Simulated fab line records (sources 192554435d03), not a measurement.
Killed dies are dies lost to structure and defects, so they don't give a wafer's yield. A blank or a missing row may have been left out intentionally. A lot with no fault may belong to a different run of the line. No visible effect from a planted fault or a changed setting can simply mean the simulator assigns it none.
fab line records ; flow n5-finfet
record: lots: 9; wafers: 23; last-day: 17
route steps=1938 shown BEOL_M2@901 BEOL_M4@1111 PASSIVATION@1936
lots with no fault: from the same line, run without faults
start-h: the number of hours between the record's first day and the start of the first shown wafer of the lot ; wait-h: hours elapsed since this lot's preceding step ; " unchanged from the row above ; L1.1+2: a row that stands for several wafers ; - either no value or no given start ; * or withheld: withheld ; < > ~ a bound
route shown NAME@n: a module of which the file shows steps, and the number in the route of the first ; usual: mean/standard deviation taken from wafers without a fault ; same: alike in all rows ; chamber/n: place in a boat ; sites: readings site by site ; _std_site: the values' standard deviation ; _edge_site: outer sites' mean less inner sites' ; radius-mm: how far each site lies from the wafer's centre ; mask NAME#n: copy n ; behind: the last tool/chamber to shape the wafer ; hold: reason for holding the lot/hours on hold/outcome of the hold ; device: which transistor (n, p or np) failed to switch ; end of line: the route-end tests of the same wafers ; a step without rows: its recipe alone ; killed: dies lost to structure and defects at the first sort, not the wafer's yield ; map: dies across one wafer; x = killed, . = not, _ = none there
set.NAME: the setting that was run; set.NAME@STEP: the one run at that earlier step ; model.NAME: the simulator's own value behind a step, which no gauge read
route steps across a sampled set of lots; one table per step, one row per wafer
services: the hour from which a tool's chamber was out of use, counted from the record's first day as start-h (under 0 if before that day), plus the number of hours and why
== steps ==
step: N5_BEOL_M2_ALD_84
recipe: material: TaN; target-thk-a: *; temp-c: 275; ald-precursor-family: PDMAT; ald-co-reactant: NH3; pressure-torr: 3; carrier-flow-sccm: 1500; pulse-time-s: 2; purge-time-s: 3; co-reactant-purge-time-s: 2; co-reactant-pulse-time-s: 3; ald-cycles: 30; precursor-vessel-temp-c: 75; precursor-vessel-pressure-torr: 26.25; precursor-vessel-carrier-sccm: 1000
usual: heater-power-w: 405/37; precursor-vessel-pressure-torr: 26.25/0.051
same: pulse-time-s: 2
lot.wafer;tool;chamber;start-h;wait-h;heater-power-w;precursor-vessel-pressure-torr
L916.1;ald-metal-01;3;148.14;0.1;400;26.27
L916.4;ald-metal-01;2;148.14;0.1;414;26.19
L916.5;ald-metal-01;3;148.14;0.1;417;26.27
L917.3;ald-metal-02;3;151.85;0.1;462;26.26
L917.4;ald-metal-02;2;151.85;0.1;367;26.21
L917.6;ald-metal-02;3;151.85;0.1;458;26.26
L924.1;ald-metal-03;1;190.86;0.1;347;26.23
L924.3;ald-metal-03;3;190.86;0.1;361;26.30
L925.5;ald-metal-03;0;201.87;0.2;426;26.32
L925.6;ald-metal-03;3;201.87;0.2;363;26.27
L927.5;ald-metal-01;3;204.52;0.1;421;26.26
L927.6;ald-metal-01;0;204.52;0.1;421;26.17
L932.4;ald-metal-02;3;234.26;0.0;450;26.31
L932.6;ald-metal-02;3;234.26;0.0;455;26.30
L931.3;ald-metal-03;3;238.08;0.1;363;26.36
L931.4;ald-metal-03;1;238.08;0.1;354;26.20
L931.5;ald-metal-03;3;238.08;0.1;366;26.37
L933.2;ald-metal-02;0;253.04;0.0;421;26.26
L933.4;ald-metal-02;3;253.04;0.0;446;26.25
L933.5;ald-metal-02;2;253.04;0.0;377;26.31
L936.2;ald-metal-03;0;258.94;0.0;432;26.22
L936.3;ald-metal-03;1;258.94;0.0;352;26.22
L936.6;ald-metal-03;2;258.94;0.0;385;26.21
step: N5_BEOL_M2_SPUTTER_92
recipe: material: Cu; target-thk-a: 45; temp-c: -20; chamber-pressure-pa: 0.07; power-w: withheld; time-s: 8.29
usual: chamber-pressure-pa: 0.06999/0.00015; chuck-gas-flow-sccm: 1.27/0.054; chuck-sensor-temp-C: -16.3/0.35; throttle-valve-pct: 30.0/0.85
lot.wafer;tool;chamber;start-h;wait-h;chamber-pressure-pa;chuck-gas-flow-sccm;chuck-sensor-temp-C;throttle-valve-pct
L916.1;pvd-sputter-03;-;150.06;0.1;0.06999;1.31;-16.6;30.4
L916.4;pvd-sputter-03;-;150.06;0.1;0.06989;1.21;-16.6;30.2
L916.5;pvd-sputter-03;-;150.06;0.1;0.06993;1.25;-16.7;30.2
L917.3;pvd-sputter-01;-;154.62;0.1;0.06999;1.30;-16.2;30.1
L917.4;pvd-sputter-01;-;154.62;0.1;0.06996;1.31;-16.0;28.9
L917.6;pvd-sputter-01;-;154.62;0.1;0.06981;1.31;-15.8;30.9
L924.1;pvd-sputter-03;-;194.39;0.1;0.06972;1.31;-16.6;30.6
L924.3;pvd-sputter-03;-;194.39;0.1;0.07;1.43;-16.6;30.6
L925.5;pvd-sputter-01;-;204.96;0.0;0.0698;1.36;-15.8;31.2
L925.6;pvd-sputter-01;-;204.96;0.0;0.06996;1.26;-15.9;28.9
L927.5;pvd-sputter-02;-;206.29;0.0;0.07023;1.30;-16.7;29.7
L927.6;pvd-sputter-02;-;206.29;0.0;0.06988;1.21;-16.6;31.3
L932.4;pvd-sputter-03;-;236.46;0.1;0.0701;1.24;-16.0;30.0
L932.6;pvd-sputter-03;-;236.46;0.1;0.07014;1.20;-16.6;30.0
L931.3;pvd-sputter-01;-;239.92;0.1;0.07005;1.26;-15.9;28.9
L931.4;pvd-sputter-01;-;239.92;0.1;0.06997;1.24;-16.0;31.1
L931.5;pvd-sputter-01;-;239.92;0.1;0.07002;1.31;-15.8;31.5
L933.2;pvd-sputter-03;-;254.86;0.1;0.06994;1.30;-16.4;30.6
L933.4;pvd-sputter-03;-;254.86;0.1;0.0698;1.28;-16.8;29.7
L933.5;pvd-sputter-03;-;254.86;0.1;0.07023;1.25;-16.3;30.7
L936.2;pvd-sputter-01;-;260.87;0.1;0.07;1.30;-15.8;28.9
L936.3;pvd-sputter-01;-;260.87;0.1;0.0699;1.35;-16.0;30.1
L936.6;pvd-sputter-01;-;260.87;0.1;0.07019;1.31;-15.9;29.1
step: N5_BEOL_M2_SPUTTER_94
recipe: material: Cu; target-thk-a: 45; temp-c: -20; chamber-pressure-pa: 0.07; power-w: withheld; time-s: 8.29
usual: chamber-pressure-pa: 0.06999/0.00012; chuck-gas-flow-sccm: 1.27/0.056; chuck-sensor-temp-C: -16.3/0.35; throttle-valve-pct: 30.0/0.83
lot.wafer;tool;chamber;start-h;wait-h;chamber-pressure-pa;chuck-gas-flow-sccm;chuck-sensor-temp-C;throttle-valve-pct
L916.1;pvd-sputter-03;-;150.28;0.1;0.06994;1.23;-16.5;30.7
L916.4;pvd-sputter-03;-;150.28;0.1;0.06994;1.17;-16.7;30.4
L916.5;pvd-sputter-03;-;150.28;0.1;0.06994;1.33;-16.6;30.4
L917.3;pvd-sputter-01;-;154.84;0.1;0.06991;1.22;-16.3;30.4
L917.4;pvd-sputter-01;-;154.84;0.1;0.07016;1.33;-15.9;29.4
L917.6;pvd-sputter-01;-;154.84;0.1;0.0698;1.29;-15.9;31.3
L924.1;pvd-sputter-03;-;194.61;0.1;0.06984;1.27;-16.6;30.7
L924.3;pvd-sputter-03;-;194.61;0.1;0.07009;1.11;-16.5;30.2
L925.5;pvd-sputter-01;-;205.18;0.0;0.06983;1.23;-16.0;31.1
L925.6;pvd-sputter-01;-;205.18;0.0;0.06991;1.35;-15.8;29.1
L927.5;pvd-sputter-02;-;206.51;0.0;0.06992;1.38;-16.7;29.7
L927.6;pvd-sputter-02;-;206.51;0.0;0.06998;1.24;-16.5;31.3
L932.4;pvd-sputter-03;-;236.68;0.1;0.06989;1.22;-16.2;29.8
L932.6;pvd-sputter-03;-;236.68;0.1;0.07018;1.23;-16.5;30.0
L931.3;pvd-sputter-01;-;240.14;0.1;0.07007;1.28;-15.8;28.9
L931.4;pvd-sputter-01;-;240.14;0.1;0.07006;1.25;-15.9;31.2
L931.5;pvd-sputter-01;-;240.14;0.1;0.06991;1.27;-15.8;31.3
L933.2;pvd-sputter-03;-;255.08;0.1;0.06989;1.32;-16.6;30.8
L933.4;pvd-sputter-03;-;255.08;0.1;0.07001;1.12;-16.5;29.9
L933.5;pvd-sputter-03;-;255.08;0.1;0.07001;1.24;-16.8;30.7
L936.2;pvd-sputter-01;-;261.09;0.1;0.06985;1.37;-15.9;29.0
L936.3;pvd-sputter-01;-;261.09;0.1;0.06999;1.27;-15.8;30.0
L936.6;pvd-sputter-01;-;261.09;0.1;0.06992;1.30;-15.8;29.1
step: N5_BEOL_M2_CMP_52
recipe: stop-on: SiOC; t-overpolish-s: 6.8; down-force-psi: 1; platen-rpm: 50; clearing-platen-down-force-psi: 1.5; clearing-platen-rpm: 50; post-cmp-clean: cu-alkaline; target-thk-nm: 40; clearing-platen-pad-velocity-m-s: 0.99484; pad-velocity-m-s: 0.99484
usual: barrier-field-endpoint-s: 25.1/0.76; motor-current-A: 6.0/0.61; overpolish-run-s: 6.799/0.0085; time-to-endpoint-s: 65/3.8
lot.wafer;tool;chamber;start-h;wait-h;barrier-field-endpoint-s;motor-current-A;overpolish-run-s;time-to-endpoint-s
L916.1;cmp-01;1;151.03;0.3;24.6;5.9;6.792;62
L916.4;cmp-01;3;151.03;0.3;25.0;5.9;6.798;63
L916.5;cmp-01;0;151.03;0.3;23.9;6.1;6.787;60
L917.3;cmp-01;0;155.55;0.2;24.7;6.8;6.803;63
L917.4;cmp-01;2;155.55;0.2;25.4;7.5;6.808;67
L917.6;cmp-01;1;155.55;0.2;24.5;6.0;6.786;65
L924.1;cmp-01;2;195.32;0.3;24.9;7.4;6.808;69
L924.3;cmp-01;0;195.32;0.3;41.2;6.2;0.034;82
L925.6;cmp-01;3;206.03;0.2;26.1;5.8;6.787;69
L925.5;cmp-01;0;206.03;0.2;41.2;6.3;0.036;81
L927.6;cmp-01;3;207.62;0.2;25.9;5.5;6.800;67
L927.5;cmp-01;0;207.62;0.2;41.2;6.3;0.034;83
L932.4;cmp-04;3;237.40;0.1;25.9;5.6;6.796;66
L932.6;cmp-04;0;237.40;0.1;27.3;5.2;6.790;71
L931.4;cmp-04;1;240.85;0.1;24.9;5.9;6.807;63
L931.3;cmp-04;3;240.85;0.1;25.1;5.5;6.810;69
L931.5;cmp-04;1;240.85;0.1;25.1;6.5;6.796;65
L933.4;cmp-04;3;255.79;0.1;24.7;5.4;6.816;62
L933.2;cmp-04;1;255.79;0.1;24.5;6.5;6.802;64
L933.5;cmp-04;0;255.79;0.1;26.7;4.9;6.812;74
L936.3;cmp-03;3;261.87;0.2;24.7;6.1;6.807;62
L936.2;cmp-03;1;261.87;0.2;24.2;6.0;6.788;61
L936.6;cmp-03;2;261.87;0.2;25.4;5.3;6.813;67
step: N5_BEOL_M2_THK_MEAS_53
recipe: thk-meas-gauge: xrf; reads: Cu_of_BEOL_M2_ECD_50
usual: M2_THK: 40.4/2
lot.wafer;tool;chamber;start-h;wait-h;M2_THK[nm]
L916.1;film-metro-02;-;151.29;-;38.1
L916.4;film-metro-02;-;151.29;-;37.8
L916.5;film-metro-02;-;151.29;-;40.2
L917.3;film-metro-01;-;155.85;-;39.4
L917.4;film-metro-01;-;155.85;-;44.0
L917.6;film-metro-01;-;155.85;-;40.4
L924.1;film-metro-01;-;195.62;-;41.6
L924.3;film-metro-01;-;195.62;-;158.2
L925.5;film-metro-01;-;206.18;-;148.5
L925.6;film-metro-01;-;206.18;-;42.5
L927.5;film-metro-02;-;207.77;-;146.5
L927.6;film-metro-02;-;207.77;-;38.2
L932.4;film-metro-02;-;237.69;-;43.3
L932.6;film-metro-02;-;237.69;-;43.9
L931.3;film-metro-01;-;241.15;-;39.0
L931.4;film-metro-01;-;241.15;-;38.9
L931.5;film-metro-01;-;241.15;-;39.7
L933.2;film-metro-02;-;256.08;-;41.5
L933.4;film-metro-02;-;256.08;-;41.9
L933.5;film-metro-02;-;256.08;-;43.7
L936.2;film-metro-01;-;262.12;-;36.5
L936.3;film-metro-01;-;262.12;-;42.1
L936.6;film-metro-01;-;262.12;-;43.0
step: N5_BEOL_M2_INSPECT_59
recipe: inspect-instrument: darkfield; mode: post-dep
usual: raw-defect-count: 68/21
lot.wafer;tool;chamber;start-h;wait-h;raw-defect-count
L916.1;defect-inspect-01;-;151.57;0.0;55
L916.4;defect-inspect-01;-;151.57;0.0;85
L916.5;defect-inspect-01;-;151.57;0.0;53
L917.3;defect-inspect-01;-;156.21;0.0;59
L917.4;defect-inspect-01;-;156.21;0.0;71
L917.6;defect-inspect-01;-;156.21;0.0;64
L924.1;defect-inspect-02;-;195.96;0.0;51
L924.3;defect-inspect-02;-;195.96;0.0;5665
L925.5;defect-inspect-02;-;206.50;0.0;5831
L925.6;defect-inspect-02;-;206.50;0.0;53
L927.5;defect-inspect-01;-;208.05;0.0;5990
L927.6;defect-inspect-01;-;208.05;0.0;93
L932.4;defect-inspect-02;-;238.12;0.0;62
L932.6;defect-inspect-02;-;238.12;0.0;58
L931.3;defect-inspect-02;-;241.44;0.0;142
L931.4;defect-inspect-02;-;241.44;0.0;119
L931.5;defect-inspect-02;-;241.44;0.0;85
L933.2;defect-inspect-01;-;256.37;0.0;59
L933.4;defect-inspect-01;-;256.37;0.0;64
L933.5;defect-inspect-01;-;256.37;0.0;65
L936.2;defect-inspect-02;-;262.44;0.0;80
L936.3;defect-inspect-02;-;262.44;0.0;45
L936.6;defect-inspect-02;-;262.44;0.0;72
step: N5_BEOL_M4_RC_MEAS_101
usual: DIBL_N: 37.1/2.4; DIBL_P: 37/3; IOFF_N: 0.18/0.053; IOFF_P: 0.21/0.05; ION_N: 674/14; ION_P: 459/9.2; SS_N: 72.1/0.9; SS_P: 73.4/0.89; VT_N: 250/3.8; VT_P: -251/3.7
lot.wafer;tool;chamber;start-h;wait-h;DIBL_N[mV/V];DIBL_P[mV/V];IOFF_N[nA/um];IOFF_P[nA/um];ION_N[uA/um];ION_P[uA/um];SS_N[mV/dec];SS_P[mV/dec];VT_N[mV];VT_P[mV]
L916.1;prober-02;0;179.75;0.0;39.7;42;0.23;0.30;684;470;72.4;74.6;245;-248
L916.4;prober-02;0;179.75;0.0;38.3;39;0.19;0.22;667;455;71.9;73.9;249;-253
L916.5;prober-02;0;179.75;0.0;39.1;41;0.21;0.27;673;467;72.2;74.2;245;-248
L917.3;prober-01;0;182.98;0.3;39.5;40;0.21;0.29;680;466;72.7;74.0;248;-246
L917.4;prober-01;0;182.98;0.3;36.7;37;0.15;0.22;671;461;71.6;73.3;251;-251
L917.6;prober-01;0;182.98;0.3;34.4;33;0.13;0.17;654;450;71.9;71.9;255;-253
L925.6;prober-01;0;230.39;0.8;36.6;36;0.15;0.17;678;451;72.0;73.7;250;-255
L924.1;prober-01;0;232.04;0.0;33.4;31;0.11;0.15;663;456;70.8;72.4;256;-254
L927.6;prober-01;0;234.99;0.8;37.2;38;0.22;0.23;698;465;71.5;74.4;244;-250
L932.4;prober-02;0;274.25;0.5;39.8;40;0.20;0.25;685;468;72.8;74.7;248;-247
L932.6;prober-02;0;274.25;0.5;37.4;37;0.15;0.21;666;458;71.4;73.0;251;-250
L931.3;prober-01;0;277.27;0.3;44.3;45;0.39;0.41;708;473;74.5;75.2;243;-240
L931.4;prober-01;0;277.27;0.3;36.7;35;0.17;0.20;664;453;71.5;73.1;250;-250
L931.5;prober-01;0;277.27;0.3;38.2;38;0.19;0.24;671;458;71.8;73.4;249;-250
L933.2;prober-02;0;282.61;0.2;32.8;32;0.11;0.16;661;456;70.1;71.6;256;-254
L933.4;prober-02;0;282.61;0.2;36.2;36;0.17;0.23;673;466;71.6;73.3;248;-248
L933.5;prober-02;0;282.61;0.2;34.8;32;0.13;0.18;665;460;71.4;72.0;254;-251
L936.2;prober-02;0;288.24;0.2;41.6;41;0.28;0.27;683;463;73.6;75.0;243;-248
L936.3;prober-02;0;288.24;0.2;35.2;35;0.14;0.17;651;446;71.9;72.9;255;-255
L936.6;prober-02;0;288.24;0.2;39.3;38;0.24;0.23;682;461;73.2;74.9;247;-251
step: N5_PASSIVATION_PROBE_49
usual: defect-limited-yield: 91.6/1.4; killed_at_M0_to_M3: 32/9.5; killed_at_M4_up: 13/6; killed-at-contacts: 12/5.6; killed-at-front-end: 39/11; killed-at-other: 2.8/2.3; killed-dies: 99/16; killed-on-rim: 12/3.4; killed-open: 65/12; killed-short: 32/7.6; sort_bin_4_leakage: 0.1/0.88; sort_bin_5_function: 4.8/0.88; sort_bin_6_memory: 3.2/0.65; sort-n-pass: 1077/29; sort-yield-pct: 91.2/2.5
same: gross-dies: 1180; killed-at-back-side: 0; sort_bin_8_speed[%]: 0
lot.wafer;tool;chamber;start-h;wait-h;defect-limited-yield[%];killed_at_M0_to_M3;killed_at_M4_up;killed-at-contacts;killed-at-front-end;killed-at-other;killed-dies;killed-on-rim;killed-open;killed-short;sort_bin_4_leakage[%];sort_bin_5_function[%];sort_bin_6_memory[%];sort-n-pass;sort-yield-pct[%]
L924.1;prober-02;-;333.58;0.0;87.7;36;12;25;70;2;145;17;84;60;0;7.8;3.8;1035;87.7
L924.3;prober-02;-;333.68;0.1;0;1121;7;16;30;6;1180;152;52;29;0;4.0;3.0;0;0
L925.5;prober-01;-;335.48;0.2;0;1121;15;18;23;3;1180;152;62;31;0;5.1;2.6;0;0
L925.6;prober-01;-;335.53;0.3;87.7;37;26;13;56;13;145;18;83;48;0;6.2;4.5;1035;87.7
L927.5;prober-02;-;337.47;0.2;0;1117;20;9;31;3;1180;152;67;41;0;5.3;3.6;0;0
L927.6;prober-02;-;337.52;0.3;90.3;37;9;6;59;4;115;13;67;40;0;4.5;4.2;1065;90.3
killed by level:class
L924.1 FIN_SAQP:geometric-particle:open=23 FIN_SAQP:geometric-particle:short=13 MOL_CONTACT_COAG:geometric-particle:open=13 MOL_CONTACT_COAG:geometric-particle:short=12 BEOL_M3:geometric-particle:open=9 GATE_CUT:geometric-particle:short=8 BEOL_M0_SAQP:geometric-particle:short=8 BEOL_M4:geometric-particle:open=7
L924.3 BEOL_M2:area-cmp=1096 MOL_CONTACT_COAG:geometric-particle:open=13 FIN_SAQP:geometric-particle:short=7 FIN_SAQP:geometric-particle:open=6 BEOL_M3:geometric-particle:open=6 STI_FIN_REVEAL:geometric-particle:open=5 BEOL_M0_SAQP:geometric-particle:open=4 MOL_CONTACT_COAG:geometric-particle:short=3
L925.5 BEOL_M2:area-cmp=1085 MOL_CONTACT_COAG:geometric-particle:open=16 BEOL_M0_SAQP:geometric-particle:open=14 BEOL_M0_SAQP:geometric-particle:short=13 FIN_SAQP:geometric-particle:short=6 STI_FIN_REVEAL:geometric-particle:open=5 BEOL_M4:geometric-particle:open=5 FIN_SAQP:geometric-particle:open=4
L925.6 BEOL_M4:geometric-particle:open=14 BEOL_M0_SAQP:geometric-particle:open=13 BEOL_M0_SAQP:geometric-particle:short=12 FIN_SAQP:geometric-particle:open=11 MOL_CONTACT_COAG:geometric-particle:open=10 HKMG_FIN:area-etch=10 FIN_SAQP:geometric-particle:short=9 BEOL_M1:geometric-particle:open=6
L927.5 BEOL_M2:area-cmp=1071 BEOL_M0_SAQP:geometric-particle:short=18 BEOL_M0_SAQP:geometric-particle:open=13 FIN_SAQP:geometric-particle:short=10 BEOL_M4:geometric-particle:open=9 FIN_SAQP:geometric-particle:open=7 MOL_CONTACT_COAG:geometric-particle:open=7 BEOL_M2:geometric-particle:open=5
L927.6 STI_FIN_REVEAL:geometric-particle:open=10 GATE_CUT:geometric-particle:open=10 BEOL_M0_SAQP:geometric-particle:short=10 BEOL_M0_SAQP:geometric-particle:open=9 GATE_CUT:geometric-particle:short=8 BEOL_M2:geometric-particle:open=8 FIN_SAQP:geometric-particle:short=7 HKMG_FIN:area-etch=7
== services ==
tool;chamber;start-h;hours;kind
cmp-04;-;127.08;4.0;pm
cmp-04;-;131.08;-;consumable-replace:conditioner
cmp-04;-;131.08;-;consumable-replace:pad
pvd-sputter-01;-;131.79;0.9;repair
cmp-03;-;133.50;0.8;repair
ald-metal-03;-;156.72;0.3;repair
ald-metal-01;-;164.29;0.6;repair
cmp-04;-;180.72;2.6;repair
cmp-03;-;189.92;16.7;pm
cmp-01;-;197.28;2.3;repair
ald-metal-02;-;198.18;6.0;pm
ald-metal-02;-;205.63;1.7;repair
cmp-03;-;213.17;0.3;repair
cmp-04;-;216.24;0.4;repair
cmp-03;-;217.93;4.0;pm
cmp-03;-;221.93;-;consumable-replace:conditioner
cmp-03;-;221.93;-;consumable-replace:pad
cmp-01;-;222.06;19.9;pm
ald-metal-02;0;222.95;4.6;repair
cmp-01;-;254.51;0.3;repair
== key ==
first-sign: step: N5_BEOL_M2_CMP_52; reading: overpolish-run-s; direction: down; sigmas: 99+; usual: 6.799; struck: 0.035
effect: step: N5_BEOL_M2_CMP_52; reading: barrier-field-endpoint-s; direction: up; sigmas: 21; usual: 25.1; struck: 41.2
effect: step: N5_BEOL_M2_THK_MEAS_53; reading: M2_THK; direction: up; sigmas: 55; usual: 40.4; struck: 151.1
effect: step: N5_BEOL_M2_INSPECT_59; reading: raw-defect-count; direction: up; sigmas: 99+; usual: 68; struck: 5829
effect: step: N5_PASSIVATION_PROBE_49; reading: killed_at_M0_to_M3; direction: up; sigmas: 99+; usual: 32; struck: 1120
more-kills-born-at: N5_BEOL_M2_CMP_52@cmp-01: 3252
met-at N5_BEOL_M2_CMP_52
struck-lots L924,L925,L927
struck-wafers L924.3,L925.5,L927.5
later-rows-left-out L924.3,L925.5,L927.5
baseline-loss: step: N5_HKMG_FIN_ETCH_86; wafers: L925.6
not-acting-at N5_BEOL_M2_ALD_84,N5_BEOL_M2_SPUTTER_92,N5_BEOL_M2_SPUTTER_94
onset-between 155.55 195.32
fault: kind: process-parameter-drift; tool: cmp-01; chamber: -; onset-h: 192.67; steps: N5_BEOL_M2_CMP_52; channel: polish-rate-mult; offset: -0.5; shape: step; end-h: 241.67; scope: struck-wafers-only
later-rows-left-out: the simulator's readings of these wafers behind a module that went badly wrong aren't trusted and aren't shown, but for the sort
baseline-loss: these wafers lose ten dies or more at that step, a loss of the line's own and not of a fault; the sort's usual values leave them out
